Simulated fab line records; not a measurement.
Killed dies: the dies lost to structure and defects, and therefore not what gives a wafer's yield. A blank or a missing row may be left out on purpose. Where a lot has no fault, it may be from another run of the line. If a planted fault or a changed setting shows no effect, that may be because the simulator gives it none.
A struck lot beside a sound one -- flow n5_finfet -- 43 steps out of a route of 1938
Sound: these wafers, L167.3, L167.4, L167.5. Struck: wafer L175.6. (L175.1, L175.4 of the same lot were not struck and are left out.) The cause comes at the end.
At each step with rows: each side's tool, then ch and its chambers, then its first start. Under that, the readings that differ: sound wafers -- struck wafers -- difference of the means -- sigmas: that difference in standard deviations of wafers without a fault.
alike: a reading whose means differ by less than 2 such deviations, as well as words and numbers matching on both sides. not compared: withheld readings; readings where some wafer has no value; bounds like >300 that might hide an equal value; numbers whose values overlap and for which the record gives no deviation.
A row with sigmas, a row that says differs or no value, or rows on one side alone: a step with any of these is where the two part. Numbers that don't overlap but have no deviation are shown without sigmas and don't part them. A reading missing from all wafers of one side parts the sides only when that side holds two or more wafers.

first, 5 steps without rows for these wafers: N5_BEOL_M1_EBR_24; N5_BEOL_M1_SOFTBAKE_23 (time 60 s); N5_BEOL_M1_EXPOSE_25 (exposes mask V0, defocus 5 nm, target cd 24 nm); N5_BEOL_M1_PEB_26 (peb time 60 s); N5_BEOL_M1_DEVELOP_27 (develop time 30 s).
N5_BEOL_M1_CD_MEAS_28: target cd y 23.3 nm.
  sound on cd_sem-01 ch 0, day 6 07:55; struck on cd_sem-02 ch 0, day 8 12:05
  alike: cd_nm
N5_BEOL_M1_OVL_MEAS_29:
  sound on overlay-02 ch 0, day 6 07:58; struck on overlay-01 ch 0, day 8 12:07
  alike: V0_OVL
N5_BEOL_M1_INSPECT_30: inspects for defects (brightfield).
  struck on defect_inspect-02, day 8 12:11; sound on defect_inspect-01, day 6 08:01
  alike: raw_defect_count
then, 4 steps without rows for these wafers: N5_BEOL_M1_DESCUM_33 (chemistry O2, time 7 s); N5_BEOL_M1_ETCH_77 (etches underlayer in N2/H2, target depth 6.5 nm, time 5.2 s); N5_BEOL_M1_ETCH_69 (etches SiARC in CF4, target depth 15.6 nm, time 26 s); N5_BEOL_M1_ALD_98 (deposits SiO2, target thk 2.5 nm, pulse time 1 s, co reactant pulse time 1 s).
N5_BEOL_M1_ETCHBACK_99: etches SiO2 in CHF3, target depth 5 nm, time 10.4 s.
  sound on rie_diel-06 ch 0,1, day 6 10:37; struck on rie_diel-01 ch 1, day 8 16:14
reading,sound,struck,difference,sigmas
oes_ar_750_au (a.u.),0.69 0.71 0.71,0.87,+0.17,+2
oes_product_au (a.u.),0.68 0.69 0.69,0.88,+0.19,+2
  alike: drypump_motor_current_A, rf_vpp_V, showerhead_plenum_p_Torr, throttle_valve_pct
  not compared: rf_hours_counter_h
then, 7 steps without rows for these wafers: N5_BEOL_M1_ETCH_70 (etches SOC in N2/H2, target depth 80 nm, overetch 16 nm, time 120 s); N5_BEOL_M1_STRIP_71 (strips in N2/H2); N5_BEOL_M1_STRIP_78 (strips in N2/H2); N5_BEOL_M1_VIA_ETCH_34 (etches the open film in C4F6/O2, target depth 67.8 nm, time 64.4 s); N5_BEOL_M1_STRIP_83 (strips in C4F6/O2); N5_BEOL_M1_STRIP_36 (strips in N2/H2); N5_BEOL_M1_TRENCH_ETCH_37 (etches SiOC in C4F6/O2, target depth 55.207 nm, time 29 s).
N5_BEOL_M1_ETCH_41: etches SiCN in CH3F/O2, target depth 31.9 nm, time 57.8 s.
  sound on rie_diel-06 ch 0,1; struck on rie_diel-01 ch 1
reading,sound,struck,difference,sigmas
oes_product_au (a.u.),0.68 0.70 0.69,0.89,+0.20,+2
  alike: drypump_motor_current_A, rf_vpp_V, showerhead_plenum_p_Torr, throttle_valve_pct
  not compared: rf_hours_counter_h
then, 1 step without rows for these wafers: N5_BEOL_M1_STRIP_97 (strips in N2/H2, time 10 s).
N5_BEOL_M1_OCD_MEAS_38:
  struck on ocd-02, day 8 16:38; sound on ocd-01, day 6 11:01
  alike: trench_depth_nm
then, 4 steps without rows for these wafers: N5_BEOL_M1_HM_STRIP_39 (strips TiN in peroxide tin strip, target depth 25 nm, time 158 s); N5_BEOL_M1_SRD_40 (time 30 s); N5_BEOL_M1_PRECLEAN_42 (cleans in residue remover, time 60 s); N5_BEOL_M1_SRD_43 (time 30 s).
N5_BEOL_M1_CD_MEAS_35: target cd 18 nm, target cd y 21 nm.
  struck on cd_sem-03, day 8 16:48; sound on cd_sem-03, day 6 11:10
  alike: cd_nm
then, 6 steps without rows for these wafers: N5_BEOL_M1_DEGAS_44 (time 60 s); N5_BEOL_M1_PRE_CLEAN_45 (time 30 s); N5_BEOL_M1_ALD_84 (deposits TaN, pulse time 2 s, purge time 3 s, co reactant purge time 2 s); N5_BEOL_M1_SURFACE_TREAT_85; N5_BEOL_M1_CVD_47 (deposits Co from CCTBA/H2, target thk 3 nm, time 223.8 s); N5_BEOL_M1_SPUTTER_48 (material Cu, target thk 4.5 nm, time 8.29 s).
N5_BEOL_M1_ANNEAL_49: time 240 s.
  struck on pvd_sputter-02, day 8 18:22; sound on pvd_sputter-03, day 6 13:01
  alike: heater_power_w
N5_BEOL_M1_SPUTTER_79: material Cu, target thk 4.5 nm, time 8.29 s.
  struck on pvd_sputter-02, day 8 18:30; sound on pvd_sputter-03, day 6 13:09
  alike: throttle_valve_pct
then, 3 steps without rows for these wafers: N5_BEOL_M1_ANNEAL_80 (time 240 s); N5_BEOL_M1_SPUTTER_81 (material Cu, target thk 4.5 nm, time 8.29 s); N5_BEOL_M1_ANNEAL_82 (time 240 s).
N5_BEOL_M1_SPUTTER_86: material Cu, target thk 4.5 nm, time 8.29 s.
  struck on pvd_sputter-02, day 8 18:56; sound on pvd_sputter-03, day 6 13:35
  alike: throttle_valve_pct
N5_BEOL_M1_ANNEAL_87: time 240 s.
  struck on pvd_sputter-02, day 8 19:01; sound on pvd_sputter-03, day 6 13:40
  alike: heater_power_w
then, 1 step without rows for these wafers: N5_BEOL_M1_SPUTTER_88 (material Cu, target thk 4.5 nm, time 8.29 s).
-- record jumps: 6 days separate the struck wafers' starts on either side; left off in module BEOL_M1, taken up again in module PASSIVATION, whose first shown step is the route's number 1936 --
N5_PASSIVATION_PROBE_49:
  rows exist in the record for the struck wafers here (prober-01, day 14 07:06), but not for the sound ones

WHERE THEY PART
Earliest at N5_BEOL_M1_ETCHBACK_99; latest, in this record, at N5_PASSIVATION_PROBE_49.

WHY: what had been put in by the simulator
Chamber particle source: rie_diel-01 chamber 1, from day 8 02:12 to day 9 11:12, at N5_BEOL_M1_ETCHBACK_99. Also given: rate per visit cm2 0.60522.
